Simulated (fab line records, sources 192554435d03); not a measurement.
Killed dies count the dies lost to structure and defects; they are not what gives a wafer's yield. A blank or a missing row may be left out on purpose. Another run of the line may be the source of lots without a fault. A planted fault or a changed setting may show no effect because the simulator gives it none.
Lot-split experiment    flow n5_finfet    7 lots, 21 wafers read, on a route of 1938 steps

## ON THE SPLIT
At N5_PMOS_HMC_CHANNEL_EPI_PEB_07 (peb time 60 s), the setting peb_time_s was moved away from the recipe's 60 s on 6 of the 21 wafers read, by -20.6% to +10.4%. The other wafers ran this setting at the recipe's value.

## FROM THE SPLIT TO THE READING: what the file shows between them, 1 step
- N5_PMOS_HMC_CHANNEL_EPI_DEVELOP_08: develop time 30 s

## THE READING
cd_nm, in nm, at N5_PMOS_HMC_CHANNEL_EPI_CD_MEAS_09 (target cd 237.4 nm). Fault-free wafers of this fab line usually give 237.7 nm, standard deviation 1.3 nm.

wafer   tool, chamber at the split  peb_time_s as run, s  against the recipe  cd_nm, nm  against lot-mates on the recipe
L074.1  litho_track-03, 0           66.26                 +10.4%              240.4      +3.0
L074.3  litho_track-03, 0           60                    recipe              237.4      -
L074.5  litho_track-03, 0           66.26                 +10.4%              240.6      +3.2
L077.3  litho_track-02, 0           60                    recipe              237.5      -
L077.4  litho_track-02, 0           60                    recipe              237.2      -
L077.5  litho_track-02, 0           54.78                 -8.7%               233.9      -3.4
L081.3  litho_track-02, 0           60                    recipe              238.7      -
L081.5  litho_track-02, 0           60                    recipe              236.3      -
L081.6  litho_track-02, 0           60                    recipe              239.3      -
L085.3  litho_track-02, 0           60                    recipe              240.0      -
L085.4  litho_track-02, 0           60                    recipe              238.5      -
L085.5  litho_track-02, 0           60                    recipe              239.4      -
L089.1  litho_track-05, 0           60                    recipe              238.7      -
L089.3  litho_track-05, 0           47.64                 -20.6%              227.0      -11.4
L089.5  litho_track-05, 0           60                    recipe              238.2      -
L093.2  litho_track-05, 0           60                    recipe              237.9      -
L093.5  litho_track-05, 0           49.62                 -17.3%              231.5      -6.4
L093.6  litho_track-05, 0           49.62                 -17.3%              231.1      -6.8
L096.1  litho_track-02, 0           60                    recipe              236.3      -
L096.2  litho_track-02, 0           60                    recipe              236.7      -
L096.5  litho_track-02, 0           60                    recipe              237.9      -

FIT RESULTS
A straight line over all 21 wafers: cd_nm changes by +0.406 nm for each +1% of peb_time_s; r = +0.93; the points scatter about the line by 1.2 nm.
The same after taking each lot's own level away (the mean of its wafers on the recipe; 21 wafers): +0.419 nm for each +1%; r = +0.96; scatter 1 nm.
Per that fit: largest peb_time_s move, reading shift of 8.6 nm.
The lots' own levels span 236.97 to 239.30 nm, that is 1.8 times the standard deviation above.
Hence the lot-to-lot level has little effect on the slope; both slopes agree.
Check: for one of the wafers moved furthest among these (-20.6%), held out of the fit, the line's prediction against its lot-mates is -7.52 nm. Against them it came out at -11.4 nm.

## THE WHOLE CHAIN: every reading that the file lists as answering this split, in the file's order
step                                what it does                                                            reading                                                                      change (the file's fit)                r (the file's)
N5_PMOS_HMC_CHANNEL_EPI_CD_MEAS_09  target cd 237.4 nm                                                      cd_nm                                                                        +0.451 nm for each +1% of the setting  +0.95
N5_PMOS_HMC_CHANNEL_EPI_DESCUM_14   chemistry O2, time 7.9 s                                                PMOS_HMC_CHANNEL_EPI.cd_nm (the simulator's own value, which no gauge read)  +0.44 nm for each +1% of the setting   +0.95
N5_PMOS_HMC_CHANNEL_EPI_ETCH_32     etches BARC in N2/H2, stops on SiO2, target depth 85.8 nm, time 50.3 s  PMOS_HMC_CHANNEL_EPI.cd_nm (the simulator's own value, which no gauge read)  +0.456 nm for each +1% of the setting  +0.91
N5_PMOS_HMC_CHANNEL_EPI_HM_OPEN_15  chemistry CHF3/O2, target SiO2, target depth 40.6 nm, time 20.3 s       PMOS_HMC_CHANNEL_EPI.cd_nm (the simulator's own value, which no gauge read)  +0.452 nm for each +1% of the setting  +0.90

## FILE'S OWN FIT
cd_nm changes by +0.451 nm for each +1% of peb_time_s, r = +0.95.
